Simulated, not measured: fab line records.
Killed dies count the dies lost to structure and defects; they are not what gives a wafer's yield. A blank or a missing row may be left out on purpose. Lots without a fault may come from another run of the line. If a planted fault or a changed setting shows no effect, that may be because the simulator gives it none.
Matching of chambers ; flow nand harc ; NHARC_P_M1_DEP_33 on pecvd-04: 3 sister chambers
The step deposits SiCN, target thk 30 nm. 14 wafers are shown with their chamber, then 7 later ones without.

## WAFERS PAIRED WITH THEIR CHAMBERS
wafer;chamber;heater power w (W)
L324.2;2;495
L324.3;1;697
L324.4;0;636
L327.2;1;680
L327.5;1;663
L327.6;0;543
L339.1;2;565
L339.2;0;587
L339.3;1;711
L340.1;1;681
L340.4;0;510
L340.6;2;540
L341.4;2;551
L341.5;0;537

SIGNATURES (means of the wafers above)
reading;chamber 0;chamber 1;chamber 2;scatter within a chamber
heater power w;562.60;686.40;537.75;35.5
Rule: distance of a wafer from a chamber = root of the sum over the readings of ((wafer's reading minus chamber's mean) / reading's scatter) squared. If the next closest chamber is less than 2 further off than the closest, the wafer can't be placed; otherwise it belongs to the closest. The scatter: the root of (the sum of the squares of (reading less its chamber's mean) over the shown wafers, divided by (wafers less chambers)).

## WAFERS WHOSE CHAMBER IS MISSING
wafer;heater power w (W)
L341.6;646
L344.1;660
L344.4;661
L344.6;560
L345.3;593
L345.4;569
L345.6;521

## WHICH CHAMBER EACH WENT THROUGH
wafer;from the rows above;in truth
L341.6;can't be placed: 1 or 0 or 2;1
L344.1;can't be placed: 1 or 0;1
L344.4;1;1
L344.6;can't be placed: 0 or 2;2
L345.3;can't be placed: 0 or 2 or 1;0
L345.4;can't be placed: 0 or 2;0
L345.6;can't be placed: 2 or 0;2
Correct placement for 1 of the 7. Unplaceable from these rows: 6, with the true chamber sitting among the candidates in 6. Wrongly placed: 0.
